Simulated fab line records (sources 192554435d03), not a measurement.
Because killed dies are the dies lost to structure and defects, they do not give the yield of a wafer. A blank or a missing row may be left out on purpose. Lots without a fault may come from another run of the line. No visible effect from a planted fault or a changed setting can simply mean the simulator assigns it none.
Split-lot trial || flow n5_finfet || route with 1938 steps; 7 lots, 39 wafers read

ABOUT THE SPLIT
At N5_DUMMY_GATE_ETCH_42 (etches SiO2 in CHF3/O2, target depth 3.5 nm, time 31 s), the setting bias_w was moved away from the recipe's 12 W on 12 of the 39 wafers read, by -17.6% to +6.3%. For the rest of the wafers, this setting stayed at what the recipe calls for.

The split's own step is where the reading is taken.

THE READING
rf_vpp_V, in V, at N5_DUMMY_GATE_ETCH_42 (etches SiO2 in CHF3/O2, target depth 3.5 nm, time 31 s). A value of 42.7 V with a standard deviation of 0.85 V is what fault-free wafers of this fab line usually give.

{"wafer": "L080.1", "tool, chamber at the split": "rie_diel-06, 3", "bias_w as run, W": 9.885, "against the recipe": "-17.6%", "rf_vpp_V, V": 35.4, "against lot-mates on the recipe": -6.8}
{"wafer": "L080.2", "tool, chamber at the split": "rie_diel-06, 1", "bias_w as run, W": 12, "against the recipe": "recipe", "rf_vpp_V, V": 43.4, "against lot-mates on the recipe": "-"}
{"wafer": "L080.3", "tool, chamber at the split": "rie_diel-06, 0", "bias_w as run, W": 9.885, "against the recipe": "-17.6%", "rf_vpp_V, V": 36.4, "against lot-mates on the recipe": -5.8}
{"wafer": "L080.4", "tool, chamber at the split": "rie_diel-06, 2", "bias_w as run, W": 12, "against the recipe": "recipe", "rf_vpp_V, V": 42.0, "against lot-mates on the recipe": "-"}
{"wafer": "L080.5", "tool, chamber at the split": "rie_diel-06, 0", "bias_w as run, W": 12, "against the recipe": "recipe", "rf_vpp_V, V": 41.2, "against lot-mates on the recipe": "-"}
{"wafer": "L080.6", "tool, chamber at the split": "rie_diel-06, 1", "bias_w as run, W": 9.885, "against the recipe": "-17.6%", "rf_vpp_V, V": 37.0, "against lot-mates on the recipe": -5.2}
{"wafer": "L082.1", "tool, chamber at the split": "rie_diel-06, 1", "bias_w as run, W": 10.65, "against the recipe": "-11.2%", "rf_vpp_V, V": 40.3, "against lot-mates on the recipe": -3.0}
{"wafer": "L082.2", "tool, chamber at the split": "rie_diel-06, 2", "bias_w as run, W": 10.65, "against the recipe": "-11.2%", "rf_vpp_V, V": 40.3, "against lot-mates on the recipe": -3.0}
{"wafer": "L082.3", "tool, chamber at the split": "rie_diel-06, 0", "bias_w as run, W": 12, "against the recipe": "recipe", "rf_vpp_V, V": 43.7, "against lot-mates on the recipe": "-"}
{"wafer": "L082.4", "tool, chamber at the split": "rie_diel-06, 2", "bias_w as run, W": 12, "against the recipe": "recipe", "rf_vpp_V, V": 41.5, "against lot-mates on the recipe": "-"}
{"wafer": "L082.5", "tool, chamber at the split": "rie_diel-06, 1", "bias_w as run, W": 10.65, "against the recipe": "-11.2%", "rf_vpp_V, V": 39.5, "against lot-mates on the recipe": -3.8}
{"wafer": "L082.6", "tool, chamber at the split": "rie_diel-06, 0", "bias_w as run, W": 12, "against the recipe": "recipe", "rf_vpp_V, V": 44.6, "against lot-mates on the recipe": "-"}
{"wafer": "L086.3", "tool, chamber at the split": "rie_diel-06, 0", "bias_w as run, W": 12, "against the recipe": "recipe", "rf_vpp_V, V": 43.1, "against lot-mates on the recipe": "-"}
{"wafer": "L086.5", "tool, chamber at the split": "rie_diel-06, 0", "bias_w as run, W": 12, "against the recipe": "recipe", "rf_vpp_V, V": 42.1, "against lot-mates on the recipe": "-"}
{"wafer": "L086.6", "tool, chamber at the split": "rie_diel-06, 1", "bias_w as run, W": 12, "against the recipe": "recipe", "rf_vpp_V, V": 43.5, "against lot-mates on the recipe": "-"}
{"wafer": "L089.1", "tool, chamber at the split": "rie_diel-06, 1", "bias_w as run, W": 12, "against the recipe": "recipe", "rf_vpp_V, V": 43.3, "against lot-mates on the recipe": "-"}
{"wafer": "L089.2", "tool, chamber at the split": "rie_diel-06, 0", "bias_w as run, W": 12, "against the recipe": "recipe", "rf_vpp_V, V": 43.2, "against lot-mates on the recipe": "-"}
{"wafer": "L089.3", "tool, chamber at the split": "rie_diel-06, 3", "bias_w as run, W": 12, "against the recipe": "recipe", "rf_vpp_V, V": 41.7, "against lot-mates on the recipe": "-"}
{"wafer": "L089.4", "tool, chamber at the split": "rie_diel-06, 2", "bias_w as run, W": 12, "against the recipe": "recipe", "rf_vpp_V, V": 41.9, "against lot-mates on the recipe": "-"}
{"wafer": "L089.5", "tool, chamber at the split": "rie_diel-06, 0", "bias_w as run, W": 12, "against the recipe": "recipe", "rf_vpp_V, V": 42.1, "against lot-mates on the recipe": "-"}
{"wafer": "L089.6", "tool, chamber at the split": "rie_diel-06, 1", "bias_w as run, W": 12, "against the recipe": "recipe", "rf_vpp_V, V": 43.8, "against lot-mates on the recipe": "-"}
{"wafer": "L096.1", "tool, chamber at the split": "rie_diel-05, 2", "bias_w as run, W": 12, "against the recipe": "recipe", "rf_vpp_V, V": 42.8, "against lot-mates on the recipe": "-"}
{"wafer": "L096.2", "tool, chamber at the split": "rie_diel-05, 1", "bias_w as run, W": 12, "against the recipe": "recipe", "rf_vpp_V, V": 42.2, "against lot-mates on the recipe": "-"}
{"wafer": "L096.3", "tool, chamber at the split": "rie_diel-05, 0", "bias_w as run, W": 12, "against the recipe": "recipe", "rf_vpp_V, V": 43.9, "against lot-mates on the recipe": "-"}
{"wafer": "L096.4", "tool, chamber at the split": "rie_diel-05, 0", "bias_w as run, W": 12, "against the recipe": "recipe", "rf_vpp_V, V": 43.5, "against lot-mates on the recipe": "-"}
{"wafer": "L096.5", "tool, chamber at the split": "rie_diel-05, 1", "bias_w as run, W": 12, "against the recipe": "recipe", "rf_vpp_V, V": 42.9, "against lot-mates on the recipe": "-"}
{"wafer": "L096.6", "tool, chamber at the split": "rie_diel-05, 2", "bias_w as run, W": 12, "against the recipe": "recipe", "rf_vpp_V, V": 41.4, "against lot-mates on the recipe": "-"}
{"wafer": "L097.1", "tool, chamber at the split": "rie_diel-06, 2", "bias_w as run, W": 12.76, "against the recipe": "+6.3%", "rf_vpp_V, V": 41.9, "against lot-mates on the recipe": "+0.2"}
{"wafer": "L097.2", "tool, chamber at the split": "rie_diel-06, 0", "bias_w as run, W": 12, "against the recipe": "recipe", "rf_vpp_V, V": 41.7, "against lot-mates on the recipe": "-"}
{"wafer": "L097.3", "tool, chamber at the split": "rie_diel-06, 3", "bias_w as run, W": 12, "against the recipe": "recipe", "rf_vpp_V, V": 40.6, "against lot-mates on the recipe": "-"}
{"wafer": "L097.4", "tool, chamber at the split": "rie_diel-06, 1", "bias_w as run, W": 12.76, "against the recipe": "+6.3%", "rf_vpp_V, V": 44.9, "against lot-mates on the recipe": "+3.2"}
{"wafer": "L097.5", "tool, chamber at the split": "rie_diel-06, 2", "bias_w as run, W": 12, "against the recipe": "recipe", "rf_vpp_V, V": 42.8, "against lot-mates on the recipe": "-"}
{"wafer": "L097.6", "tool, chamber at the split": "rie_diel-06, 1", "bias_w as run, W": 12.76, "against the recipe": "+6.3%", "rf_vpp_V, V": 45.9, "against lot-mates on the recipe": "+4.2"}
{"wafer": "L091.1", "tool, chamber at the split": "rie_diel-03, 1", "bias_w as run, W": 10.69, "against the recipe": "-10.9%", "rf_vpp_V, V": 38.0, "against lot-mates on the recipe": -4.6}
{"wafer": "L091.2", "tool, chamber at the split": "rie_diel-03, 0", "bias_w as run, W": 12, "against the recipe": "recipe", "rf_vpp_V, V": 43.6, "against lot-mates on the recipe": "-"}
{"wafer": "L091.3", "tool, chamber at the split": "rie_diel-03, 3", "bias_w as run, W": 10.69, "against the recipe": "-10.9%", "rf_vpp_V, V": 39.2, "against lot-mates on the recipe": -3.4}
{"wafer": "L091.4", "tool, chamber at the split": "rie_diel-03, 2", "bias_w as run, W": 10.69, "against the recipe": "-10.9%", "rf_vpp_V, V": 39.6, "against lot-mates on the recipe": -3.0}
{"wafer": "L091.5", "tool, chamber at the split": "rie_diel-03, 2", "bias_w as run, W": 12, "against the recipe": "recipe", "rf_vpp_V, V": 42.8, "against lot-mates on the recipe": "-"}
{"wafer": "L091.6", "tool, chamber at the split": "rie_diel-03, 3", "bias_w as run, W": 12, "against the recipe": "recipe", "rf_vpp_V, V": 41.3, "against lot-mates on the recipe": "-"}

FIT RESULTS
A straight line over all 39 wafers: rf_vpp_V changes by +0.32 V for each +1% of bias_w; r = +0.88; the points scatter about the line by 1.1 V.
The same after taking each lot's own level away (the mean of its wafers on the recipe; 39 wafers): +0.334 V for each +1%; r = +0.91; scatter 0.97 V.
That fit puts the effect of the largest move of bias_w on the reading at 5.9 V.
From 41.70 to 43.27 V: that is the span of the lots' own levels, equal to 1.8 times the standard deviation above.
Consequently the slope shifts little with the lot-to-lot level, the two slopes agreeing.
Check: for one of the wafers moved furthest among these (-17.6%), held out of the fit, the line's prediction against its lot-mates is -5.6 V. It came out at -6.8 V against them.
Tool readings at the split's step, against how far the setting was moved: rf_vpp_V r = +0.88.

OTHER SPLITS APPLIED TO THESE WAFERS
Before the reading, these wafers also passed through other splits. Each is held against what the fit with the lots' levels taken away leaves over:
{"other split on the same wafers": "N5_WELL_APT_IMPLANT_32 energy_kev", "wafers away from the commonest value": 18, "r with rf_vpp_V (lot level and that fit taken away)": -0.06}
{"other split on the same wafers": "N5_FIN_SAQP_EXPOSE_13 dose_mj", "wafers away from the commonest value": 6, "r with rf_vpp_V (lot level and that fit taken away)": -0.23}

THE FILE'S OWN FIT
rf_vpp_V changes by +0.33 V for each +1% of bias_w, r = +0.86.
